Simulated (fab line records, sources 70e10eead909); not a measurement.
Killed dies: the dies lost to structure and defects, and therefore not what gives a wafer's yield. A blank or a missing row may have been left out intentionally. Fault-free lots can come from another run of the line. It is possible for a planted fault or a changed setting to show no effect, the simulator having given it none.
fab line records + flow nandHarc
record:
- lots: 14
- wafers: 42
- lastDay: 24
route steps=1159 shown A_WL_FILL@834 A_CONTACT@843 END@1159
lots that met no fault: taken from a fault-free run of the same line
startH: hours from the record's opening day to when the first of the lot's shown wafers began + waitH: hours since the lot's step before + " the same as in the row above + L1.1+2: one row covering several wafers at once + - no value, or no start given + * or withheld: withheld + < > ~ a bound
route shown NAME@n: a module of which the file shows steps, and the number in the route of the first + usual: the fault-free wafers' mean and standard deviation + same: alike in all rows + chamber/n: place in a boat + sites: the reading at each site + _std_site: how widely they spread, as a standard deviation + _edge_site: outer sites' mean less inner sites' + radiusMm: for every site, how far away it sits from the centre of the wafer + mask NAME#n: copy n + behind: the most recent tool/chamber to have shaped the wafer + hold: reason for holding the lot/hours on hold/outcome of the hold + device: whichever transistor did not switch (one of n, p or np) + end of line: tests run on the same wafers once the route is complete + for a step that has no rows: nothing shown but its recipe + killed: dies that structure and defects cost at the first sort, which is not the same as the wafer's yield + map: a wafer's dies, x killed, . not, _ none there
set.NAME: the setting the step ran with; set.NAME@STEP: the setting that earlier step ran with + model.NAME: the simulator's own value behind a step, which no gauge read
one table for each step of the route and one row for each wafer, over a sample of lots
services: the hour from which a tool's chamber was out of use, counted from the record's first day as startH (under 0 if before that day), plus the number of hours and why
== steps ==
step: NHARC_A_WL_FILL_CMP_12
recipe:
- tOverpolishS: 30
- targetThkNm: 75
usual:
- motorCurrentA: 12.0/1.4
- overpolishRunS: 30.000/0.009
- retainingRingPressureFrac: 1.000/0.0049
- timeToEndpointS: 15.0/2.5
| lot.wafer | tool   | chamber | startH | waitH | motorCurrentA | overpolishRunS | retainingRingPressureFrac | timeToEndpointS |
|-----------|--------|---------|--------|-------|---------------|----------------|---------------------------|-----------------|
| L618.3    | cmp-04 | 0       | 364.92 | 2.2   | 10.1          | 29.985         | 0.999                     | 17.3            |
| L618.4    | "      | 2       | "      | "     | 9.7           | 30.012         | 1.005                     | 14.1            |
| L618.1    | "      | 3       | "      | "     | 13.2          | 30.018         | 0.999                     | 17.4            |
| L616.1    | cmp-04 | 3       | 371.02 | 3.7   | 12.6          | 30.005         | 1.006                     | 17.3            |
| L616.2    | "      | 0       | "      | "     | 9.9           | 29.983         | 1.009                     | 17.4            |
| L616.6    | "      | 3       | "      | "     | 12.1          | 30.003         | 1.003                     | 17.2            |
| L615.3    | cmp-03 | 1       | 375.22 | 2.9   | 11.1          | 30.002         | 0.996                     | 13.7            |
| L615.1    | "      | 2       | "      | "     | 12.0          | 30.012         | 1.000                     | 13.9            |
| L615.4    | "      | 3       | "      | "     | 11.7          | 29.990         | 1.003                     | 10.1            |
| L617.2    | cmp-03 | 1       | 378.93 | 4.3   | 11.4          | 30.000         | 1.001                     | 13.9            |
| L617.3    | "      | 2       | "      | "     | 11.8          | 29.996         | 1.009                     | 15.9            |
| L617.4    | "      | 0       | "      | "     | 12.0          | 30.012         | 0.999                     | 15.5            |
| L614.1    | cmp-03 | 3       | 379.48 | 4.3   | 11.3          | 29.988         | 0.992                     | 8.9             |
| L614.2    | "      | 1       | "      | "     | 11.2          | 30.005         | 1.006                     | 13.8            |
| L614.5    | "      | 2       | "      | "     | 11.9          | 30.004         | 1.005                     | 12.1            |
| L624.1    | cmp-04 | 0       | 418.85 | 4.3   | 10.4          | 30.006         | 1.008                     | 18.3            |
| L624.3    | "      | 1       | "      | "     | 13.1          | 30.004         | 0.997                     | 14.5            |
| L624.4    | "      | 3       | "      | "     | 13.1          | 30.003         | 0.992                     | 17.2            |
| L621.1    | cmp-03 | 3       | 418.93 | 4.4   | 11.4          | 30.003         | 1.000                     | 10.4            |
| L621.2    | "      | 1       | "      | "     | 11.3          | 30.014         | 0.999                     | 10.6            |
| L621.6    | "      | 2       | "      | "     | 12.2          | 30.005         | 1.000                     | 15.9            |
| L629.2    | cmp-03 | 0       | 429.74 | 4.5   | 11.6          | 29.997         | 1.001                     | 14.4            |
| L629.4    | "      | 1       | "      | "     | 11.5          | 30.009         | 0.997                     | 12.5            |
| L629.6    | "      | 3       | "      | "     | 11.8          | 30.005         | 1.000                     | 14.8            |
| L631.3    | cmp-04 | 2       | 462.29 | 2.9   | 9.9           | 29.989         | 0.996                     | 15.7            |
| L631.1    | "      | 3       | "      | "     | 12.5          | 29.998         | 0.998                     | 18.1            |
| L631.4    | "      | 0       | "      | "     | 10.5          | 29.987         | 0.997                     | 19.4            |
| L632.4    | cmp-02 | 3       | 462.75 | 2.3   | 11.1          | 30.003         | 1.004                     | 14.1            |
| L632.6    | "      | 0       | "      | "     | 15.1          | 29.986         | 0.999                     | 13.0            |
| L632.5    | "      | 1       | "      | "     | 13.5          | 30.002         | 0.996                     | 15.3            |
| L633.3    | cmp-04 | 0       | 474.33 | 2.9   | 10.5          | 30.008         | 1.001                     | 19.5            |
| L633.4    | "      | 2       | "      | "     | 9.9           | 30.001         | 1.000                     | 15.0            |
| L633.6    | "      | 1       | "      | "     | 13.0          | 29.997         | 0.999                     | 17.4            |
| L637.2    | cmp-02 | 0       | 492.95 | 3.6   | 15.2          | 30.009         | 1.004                     | 14.2            |
| L637.4    | "      | 3       | "      | "     | 11.2          | 29.993         | 0.998                     | 13.9            |
| L637.6    | "      | 0       | "      | "     | 14.8          | 29.998         | 1.009                     | 13.1            |
| L635.4    | cmp-03 | 2       | 493.58 | 2.9   | 12.2          | 30.016         | 0.993                     | 15.8            |
| L635.1    | "      | 1       | "      | "     | 10.8          | 29.989         | 1.008                     | 15.4            |
| L635.6    | "      | 2       | "      | "     | 12.4          | 30.025         | 0.997                     | 17.1            |
| L636.3    | cmp-03 | 3       | 497.94 | 2.2   | 11.6          | 30.001         | 1.001                     | 13.9            |
| L636.2    | "      | 2       | "      | "     | 12.6          | 30.000         | 0.999                     | 17.9            |
| L636.6    | "      | 0       | "      | "     | 12.3          | 29.999         | 0.996                     | 17.5            |
step: NHARC_A_CONTACT_DEP_29
recipe:
- targetThkA: 700
- targetThkNm: 70
- tempC: 400
- pressureTorr: 3.5
- flowSccm: 200
- rfW: 350
- material: SiON
usual:
- heaterPowerW: 711/110
- susceptorTempC: 400.00/0.22
| lot.wafer | tool     | chamber | startH | waitH | heaterPowerW | susceptorTempC |
|-----------|----------|---------|--------|-------|--------------|----------------|
| L618.3    | pecvd-02 | 2       | 374.12 | 1.2   | 586          | 400.36         |
| L618.1    | "        | 0       | "      | "     | 766          | 400.38         |
| L618.4    | "        | 1       | "      | "     | 672          | 399.93         |
| L616.1    | pecvd-02 | 0       | 379.28 | 1.9   | 717          | 399.77         |
| L616.2    | "        | 1       | "      | "     | 685          | 400.23         |
| L616.6    | "        | 0       | "      | "     | 678          | 399.77         |
| L615.3    | pecvd-01 | 0       | 381.16 | 1.1   | 727          | 400.25         |
| L615.1    | "        | 1       | "      | "     | 874          | 399.95         |
| L615.4    | "        | 1       | "      | "     | 867          | 399.68         |
| L614.2    | pecvd-01 | 2       | 385.24 | 1.5   | 567          | 399.92         |
| L614.1    | "        | 0       | "      | "     | 811          | 400.08         |
| L614.5    | "        | 2       | "      | "     | 548          | 399.76         |
| L617.3    | pecvd-01 | 2       | 385.42 | 1.3   | 600          | 400.21         |
| L617.2    | "        | 1       | "      | "     | 848          | 399.86         |
| L617.4    | "        | 2       | "      | "     | 617          | 400.53         |
| L624.1    | pecvd-02 | 2       | 423.55 | 1.9   | 558          | 399.88         |
| L624.3    | "        | 1       | "      | "     | 586          | 400.09         |
| L624.4    | "        | 1       | "      | "     | 574          | 399.67         |
| L621.2    | pecvd-02 | 2       | 424.49 | 1.5   | 604          | 399.85         |
| L621.1    | "        | 0       | "      | "     | 822          | 400.00         |
| L621.6    | "        | 2       | "      | "     | 615          | 400.04         |
| L629.2    | pecvd-01 | 0       | 433.95 | 1.5   | 790          | 400.21         |
| L629.6    | "        | 1       | "      | "     | 837          | 399.90         |
| L629.4    | "        | 2       | "      | "     | 612          | 400.00         |
| L631.3    | pecvd-04 | 2       | 466.85 | 1.1   | 796          | 400.53         |
| L631.1    | "        | 1       | "      | "     | 545          | 400.26         |
| L631.4    | "        | 0       | "      | "     | 765          | 399.93         |
| L632.4    | pecvd-04 | 0       | 468.12 | 0.8   | 792          | 400.21         |
| L632.6    | "        | 1       | "      | "     | 627          | 399.57         |
| L632.5    | "        | 2       | "      | "     | 695          | 400.21         |
| L633.3    | pecvd-01 | 2       | 477.77 | 1.2   | 534          | 400.39         |
| L633.4    | "        | 1       | "      | "     | 861          | 399.75         |
| L633.6    | "        | 0       | "      | "     | 849          | 399.78         |
| L637.2    | pecvd-02 | 1       | 496.38 | 1.5   | 633          | 400.02         |
| L637.4    | "        | 0       | "      | "     | 809          | 399.47         |
| L637.6    | "        | 1       | "      | "     | 643          | 400.10         |
| L635.1    | pecvd-01 | 1       | 497.00 | 1.9   | 859          | 400.48         |
| L635.6    | "        | 2       | "      | "     | 618          | 400.17         |
| L635.4    | "        | 0       | "      | "     | 866          | 399.97         |
| L636.2    | pecvd-02 | 1       | 501.27 | 1.5   | 706          | 399.89         |
| L636.3    | "        | 2       | "      | "     | 512          | 400.10         |
| L636.6    | "        | 1       | "      | "     | 570          | 399.92         |
step: NHARC_A_CONTACT_SOFTBAKE_37
recipe:
- tempC: 105
- timeS: 55
usual:
- heaterPowerTotalW: 188.42/0.12
| lot.wafer | tool          | chamber | startH | waitH | heaterPowerTotalW |
|-----------|---------------|---------|--------|-------|-------------------|
| L618.1    | lithoTrack-01 | 0       | 374    | -     | 188.37            |
| L618.3    | "             | 0       | "      | "     | 188.47            |
| L618.4    | "             | 0       | "      | "     | 188.39            |
| L616.1    | lithoTrack-04 | 0       | 379    | -     | 188.39            |
| L616.2    | "             | 0       | "      | "     | 188.53            |
| L616.6    | "             | 0       | "      | "     | 188.34            |
| L615.1    | lithoTrack-04 | 0       | 381    | -     | 188.41            |
| L615.3    | "             | 0       | "      | "     | 188.26            |
| L615.4    | "             | 0       | "      | "     | 188.55            |
| L614.1    | lithoTrack-04 | 0       | 385    | -     | 188.77            |
| L614.2    | "             | 0       | "      | "     | 188.41            |
| L614.5    | "             | 0       | "      | "     | 188.59            |
| L617.2    | lithoTrack-06 | 0       | 385    | -     | 188.30            |
| L617.3    | "             | 0       | "      | "     | 188.37            |
| L617.4    | "             | 0       | "      | "     | 188.39            |
| L624.1    | lithoTrack-04 | 0       | 423    | -     | 222.71            |
| L624.3    | "             | 0       | "      | "     | 188.39            |
| L624.4    | "             | 0       | "      | "     | 222.58            |
| L621.1    | lithoTrack-06 | 0       | 424    | -     | 188.50            |
| L621.2    | "             | 0       | "      | "     | 188.51            |
| L621.6    | "             | 0       | "      | "     | 188.36            |
| L629.2    | lithoTrack-04 | 0       | 434    | -     | 188.45            |
| L629.4    | "             | 0       | "      | "     | 222.90            |
| L629.6    | "             | 0       | "      | "     | 188.49            |
| L631.1    | lithoTrack-01 | 0       | 467    | -     | 188.38            |
| L631.3    | "             | 0       | "      | "     | 188.40            |
| L631.4    | "             | 0       | "      | "     | 188.46            |
| L632.4    | lithoTrack-01 | 0       | 468    | -     | 188.40            |
| L632.5    | "             | 0       | "      | "     | 188.51            |
| L632.6    | "             | 0       | "      | "     | 188.29            |
| L633.3    | lithoTrack-01 | 0       | 478    | -     | 188.56            |
| L633.4    | "             | 0       | "      | "     | 188.52            |
| L633.6    | "             | 0       | "      | "     | 188.31            |
| L637.2    | lithoTrack-06 | 0       | 496    | -     | 188.28            |
| L637.4    | "             | 0       | "      | "     | 188.39            |
| L637.6    | "             | 0       | "      | "     | 188.79            |
| L635.1    | lithoTrack-06 | 0       | 497    | -     | 188.45            |
| L635.4    | "             | 0       | "      | "     | 188.58            |
| L635.6    | "             | 0       | "      | "     | 188.35            |
| L636.2    | lithoTrack-01 | 0       | 501    | -     | 188.25            |
| L636.3    | "             | 0       | "      | "     | 188.54            |
| L636.6    | "             | 0       | "      | "     | 188.40            |
step: NHARC_A_CONTACT_INSPECT_44
usual:
- rawDefectCount: 27/13
| lot.wafer | tool             | chamber | startH | waitH | rawDefectCount |
|-----------|------------------|---------|--------|-------|----------------|
| L618.1    | defectInspect-02 | -       | 374.94 | 0.0   | 21             |
| L618.3    | "                | -       | "      | "     | 13             |
| L618.4    | "                | -       | "      | "     | 20             |
| L616.1    | defectInspect-01 | -       | 380.09 | 0.0   | 16             |
| L616.2    | "                | -       | "      | "     | 17             |
| L616.6    | "                | -       | "      | "     | 19             |
| L615.1    | defectInspect-01 | -       | 382.01 | 0.0   | 39             |
| L615.3    | "                | -       | "      | "     | 33             |
| L615.4    | "                | -       | "      | "     | 30             |
| L614.1    | defectInspect-01 | -       | 386.09 | 0.0   | 19             |
| L614.2    | "                | -       | "      | "     | 27             |
| L614.5    | "                | -       | "      | "     | 25             |
| L617.2    | defectInspect-02 | -       | 386.14 | 0.0   | 24             |
| L617.3    | "                | -       | "      | "     | 20             |
| L617.4    | "                | -       | "      | "     | 24             |
| L624.1    | defectInspect-02 | -       | 424.29 | 0.0   | 24             |
| L624.3    | "                | -       | "      | "     | 23             |
| L624.4    | "                | -       | "      | "     | 19             |
| L621.1    | defectInspect-02 | -       | 425.22 | 0.0   | 26             |
| L621.2    | "                | -       | "      | "     | 32             |
| L621.6    | "                | -       | "      | "     | 23             |
| L629.2    | defectInspect-02 | -       | 434.68 | 0.0   | 21             |
| L629.4    | "                | -       | "      | "     | 21             |
| L629.6    | "                | -       | "      | "     | 23             |
| L631.1    | defectInspect-01 | -       | 467.70 | 0.0   | 29             |
| L631.3    | "                | -       | "      | "     | 40             |
| L631.4    | "                | -       | "      | "     | 35             |
| L632.4    | defectInspect-01 | -       | 468.76 | 0.0   | 25             |
| L632.5    | "                | -       | "      | "     | 24             |
| L632.6    | "                | -       | "      | "     | 32             |
| L633.3    | defectInspect-02 | -       | 478.59 | 0.0   | 12             |
| L633.4    | "                | -       | "      | "     | 4              |
| L633.6    | "                | -       | "      | "     | 12             |
| L637.2    | defectInspect-02 | -       | 497.20 | 0.0   | 21             |
| L637.4    | "                | -       | "      | "     | 25             |
| L637.6    | "                | -       | "      | "     | 17             |
| L635.1    | defectInspect-02 | -       | 497.79 | 0.0   | 39             |
| L635.4    | "                | -       | "      | "     | 41             |
| L635.6    | "                | -       | "      | "     | 36             |
| L636.2    | defectInspect-01 | -       | 502.11 | 0.0   | 43             |
| L636.3    | "                | -       | "      | "     | 42             |
| L636.6    | "                | -       | "      | "     | 29             |
step: NHARC_END_SORT_01
recipe:
- tempC: 25
usual:
- killedAtArray: 27/9.3
- killedAtOther: 0.9/1.3
- killedAtPeriphery: 3.6/2.7
- killedDies: 31/9.7
- killedOpen: 3.3/1.8
- killedShort: 2.0/1.5
same:
- grossDies: 677
| lot.wafer | tool      | chamber | startH | waitH | killedAtArray | killedAtOther | killedAtPeriphery | killedDies | killedOpen | killedShort |
|-----------|-----------|---------|--------|-------|---------------|---------------|-------------------|------------|------------|-------------|
| L624.1    | prober-01 | 0       | 488.55 | 2.6   | 25            | 2             | 2                 | 29         | 1          | 0           |
| L624.3    | prober-01 | 0       | 490.14 | 3.1   | 24            | 4             | 7                 | 35         | 3          | 0           |
| L624.4    | prober-01 | 0       | 490.93 | 3.4   | 26            | 0             | 8                 | 34         | 3          | 2           |
| L629.2    | prober-02 | 0       | 505.68 | 2.8   | 19            | 0             | 4                 | 23         | 4          | 2           |
| L629.4    | prober-02 | 0       | 507.30 | 3.4   | 23            | 0             | 3                 | 26         | 5          | 2           |
| L629.6    | prober-02 | 0       | 508.92 | 4.0   | 17            | 0             | 2                 | 19         | 3          | 1           |
killed by level:class
L624.1 A_SLIT:chamberFilmFlake=14 A_CHANNEL_HOLE_D1:chamberFilmFlake=4 A_WL_FILL:chamberFilmFlake=3 A_CONTACT:chamberFilmFlake=3 P_ZERO_WELL:chamberFilmFlake=2 THIN_TSV:chamberFilmFlake=2 A_CONTACT:geometricParticle:open=1
L624.3 A_SLIT:chamberFilmFlake=12 P_ZERO_WELL:chamberFilmFlake=5 A_CHANNEL_HOLE_D1:chamberFilmFlake=5 THIN_TSV:chamberFilmFlake=4 A_CONTACT:chamberFilmFlake=2 P_STI:geometricParticle:open=1 A_ONON_D1:geometricParticle:open=1 A_CONTACT:geometricParticle:open=1
L624.4 A_SLIT:chamberFilmFlake=10 A_CHANNEL_HOLE_D1:chamberFilmFlake=7 P_ZERO_WELL:chamberFilmFlake=3 A_STAIRCASE:chamberFilmFlake=3 P_STI:chamberFilmFlake=2 A_CONTACT:chamberFilmFlake=2 P_CONTACT:geometricParticle:open=1 P_M0:geometricParticle:open=1
L629.2 A_SLIT:chamberFilmFlake=8 A_CHANNEL_HOLE_D1:chamberFilmFlake=5 A_CHANNEL_FILL_D1:geometricParticle:short=2 P_M0:geometricParticle:open=1 P_M2:geometricParticle:open=1 A_CHANNEL_FILL_D1:geometricParticle:open=1 A_CONTACT:geometricParticle:open=1 P_GATE:chamberFilmFlake=1
L629.4 A_SLIT:chamberFilmFlake=12 A_CHANNEL_HOLE_D1:chamberFilmFlake=4 A_CONTACT:geometricParticle:open=2 P_M0:geometricParticle:open=1 A_CHANNEL_FILL_D1:geometricParticle:open=1 A_CHANNEL_FILL_D1:geometricParticle:short=1 A_WL_FILL:geometricParticle:short=1 A_BLC:geometricParticle:open=1
L629.6 A_SLIT:chamberFilmFlake=10 A_CHANNEL_HOLE_D1:chamberFilmFlake=4 A_CONTACT:geometricParticle:open=2 P_M0:geometricParticle:open=1 A_CHANNEL_FILL_D1:geometricParticle:short=1 P_BONDPAD:chamberFilmFlake=1
== services ==
| tool          | chamber | startH | hours | kind                          |
|---------------|---------|--------|-------|-------------------------------|
| pecvd-04      | 0       | 344.92 | 9.3   | repair                        |
| pecvd-02      | 0       | 347.30 | -     | clean                         |
| pecvd-02      | 1       | 347.30 | -     | clean                         |
| pecvd-02      | 2       | 347.30 | -     | clean                         |
| cmp-03        | -       | 354.41 | 4.0   | pm                            |
| cmp-03        | -       | 358.41 | -     | consumableReplace:conditioner |
| cmp-03        | -       | 358.41 | -     | consumableReplace:pad         |
| pecvd-04      | -       | 376.00 | 13.0  | pm                            |
| cmp-02        | -       | 377.28 | 4.7   | repair                        |
| cmp-04        | -       | 399.10 | 4.0   | pm                            |
| cmp-02        | -       | 401.94 | 0.3   | repair                        |
| cmp-03        | -       | 414.43 | 2.3   | repair                        |
| pecvd-01      | -       | 418.11 | 13.0  | pm                            |
| pecvd-01      | 0       | 418.11 | 13.0  | ventCycle                     |
| pecvd-01      | 1       | 418.11 | 13.0  | ventCycle                     |
| cmp-02        | -       | 428.79 | 4.0   | pm                            |
| lithoTrack-01 | -       | 443.00 | 7.0   | pm                            |
| cmp-03        | -       | 448.40 | 2.2   | repair                        |
| cmp-03        | -       | 452.41 | 4.0   | pm                            |
| cmp-03        | -       | 456.41 | -     | consumableReplace:conditioner |
| cmp-03        | -       | 456.41 | -     | consumableReplace:pad         |
| lithoTrack-06 | -       | 467.00 | 7.0   | pm                            |
| lithoTrack-04 | -       | 491.00 | 7.0   | pm                            |
| cmp-04        | -       | 497.10 | 4.0   | pm                            |
== key ==
firstSign:
- step: NHARC_A_CONTACT_SOFTBAKE_37
- reading: heaterPowerTotalW
- direction: up
- sigmas: 99+
- usual: *
- struck: *
effect none on later readings
metAt NHARC_A_CONTACT_SOFTBAKE_37
struckLots L624,L629
struckWafers L624.1,L624.4,L629.4
testerLeftOut L624,L629
notActingAt NHARC_A_WL_FILL_CMP_12,NHARC_A_CONTACT_DEP_29,NHARC_A_CONTACT_INSPECT_44
onsetBetween 385 423
fault:
- kind: processParameterDrift
- tool: lithoTrack-04
- chamber: -
- onsetH: 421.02
- steps: NHARC_A_CONTACT_SOFTBAKE_37
- channel: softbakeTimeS
- offset: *
- shape: step
- endH: 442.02
- scope: struckWafersOnly
- actsIn: *
- stated: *
testerLeftOut: of these lots the tester's yield and bins aren't shown, on N5 and GAA mostly nor the transistor test; their killed dies are dies lost to structure and defects alone, not to doping, threshold or leakage, so they don't give the yield
